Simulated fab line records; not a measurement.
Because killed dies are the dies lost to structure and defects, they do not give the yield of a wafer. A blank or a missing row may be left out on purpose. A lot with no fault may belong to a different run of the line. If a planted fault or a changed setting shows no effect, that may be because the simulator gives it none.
A single fault, viewed from 2 desks || flow n5Finfet || each desk holds nothing but its own numbers, with what lay behind them at the end

== METROLOGY DESK ==
What the gauges read for every lot (on any tool): the sampled wafers with a number, averaged. Any lot whose mean is over 4 standard deviations away from the usual mean is out of limits and marked OUT; that distance is given in the brackets. Shown here are 7 of its 10 readings, the ones lying furthest out on some lot.
Columns: A = DIBL_N at N5_BEOL_M4_RC_MEAS_101, usual 36.0 mV/V; B = DIBL_P at N5_BEOL_M4_RC_MEAS_101, usual 36.3 mV/V; C = IOFF_N at N5_BEOL_M4_RC_MEAS_101, usual 0.16 nA/um; D = IOFF_P at N5_BEOL_M4_RC_MEAS_101, usual 0.21 nA/um; E = ION_P at N5_BEOL_M4_RC_MEAS_101, usual 461 uA/um; F = SS_N at N5_BEOL_M4_RC_MEAS_101, usual 71.4 mV/dec; G = VT_P at N5_BEOL_M4_RC_MEAS_101, usual -250.9 mV
{"lot": "L923", "first seen here": "day 7 15:56", "A": 39.1, "B": 38.5, "C": 0.22, "D": 0.28, "E": 470, "F": 71.8, "G": -244.6}
{"lot": "L924", "first seen here": "day 8 20:15", "A": 36.9, "B": 37.8, "C": 0.19, "D": 0.25, "E": 465, "F": 72.5, "G": -249.0}
{"lot": "L929", "first seen here": "day 9 23:12", "A": 34.1, "B": 35.5, "C": 0.13, "D": 0.18, "E": 464, "F": 71.0, "G": -252.7}
{"lot": "L932", "first seen here": "day 11 02:52", "A": 37.8, "B": 37.8, "C": 0.21, "D": 0.23, "E": 462, "F": 71.9, "G": -251.1}
{"lot": "L933", "first seen here": "day 11 04:00", "A": 37.0, "B": 37.9, "C": 0.20, "D": 0.23, "E": 464, "F": 71.5, "G": -250.5}
{"lot": "L935", "first seen here": "day 11 08:05", "A": 37.4, "B": 36.9, "C": 0.17, "D": 0.21, "E": 455, "F": 71.6, "G": -250.3}
{"lot": "L936", "first seen here": "day 11 10:07", "A": 34.7, "B": 34.2, "C": 0.14, "D": 0.19, "E": 463, "F": 70.9, "G": -250.2}
{"lot": "L944", "first seen here": "day 14 04:22", "A": 36.0, "B": 34.9, "C": 0.14, "D": 0.20, "E": 458, "F": 71.1, "G": -252.1}
{"lot": "L946", "first seen here": "day 14 06:26", "A": 38.1, "B": 37.2, "C": 0.17, "D": 0.22, "E": 461, "F": 71.9, "G": -250.7}
{"lot": "L945", "first seen here": "day 14 07:43", "A": 37.3, "B": 39.0, "C": 0.17, "D": 0.24, "E": 473, "F": 71.4, "G": -247.3}
This desk's finding: nothing out of limits on any of the 10 lots.

== AT THE TOOL OWNER'S DESK: pecvd-04 ==
The tool's own readings at N5_BEOL_M2_PECVD_72 (deposits SiO2 from TEOS/O2, target thk 16 nm, time 18 s): means of the sampled wafers that have a number, for each lot that ran on this tool. Any lot whose mean is over 4 standard deviations away from the usual mean is out of limits and marked OUT; that distance is given in the brackets.
Columns: A = heaterPowerW at N5_BEOL_M2_PECVD_72, usual 789 W; B = showerheadPlenumPTorr at N5_BEOL_M2_PECVD_72, usual 8.79 Torr; C = throttleValvePct at N5_BEOL_M2_PECVD_72, usual 22.9 %
{"lot": "L924", "first seen here": "day 6 22:03", "A": 872, "B": 8.79, "C": 23.6}
{"lot": "L929", "first seen here": "day 7 20:09", "A": 958, "B": 8.82, "C": 24.9}
{"lot": "L932", "first seen here": "day 9 02:49", "A": 837, "B": 8.77, "C": 22.9}
{"lot": "L933", "first seen here": "day 9 04:49", "A": 826, "B": 8.80, "C": 23.2}
{"lot": "L944", "first seen here": "day 12 03:14", "A": 829, "B": 8.77, "C": 22.6}
{"lot": "L945", "first seen here": "day 12 07:51", "A": 930, "B": 8.82, "C": 24.5}
{"lot": "L946", "first seen here": "day 12 08:07", "A": 867, "B": 8.78, "C": 22.8}
This desk's finding: nothing out of limits on any of the 7 lots.

== TAKEN TOGETHER ==
From the metrology desk's view, nothing was out of limits.
The desk of the tool owner found nothing out of limits.

== WHAT THE SIMULATOR PUT IN ==
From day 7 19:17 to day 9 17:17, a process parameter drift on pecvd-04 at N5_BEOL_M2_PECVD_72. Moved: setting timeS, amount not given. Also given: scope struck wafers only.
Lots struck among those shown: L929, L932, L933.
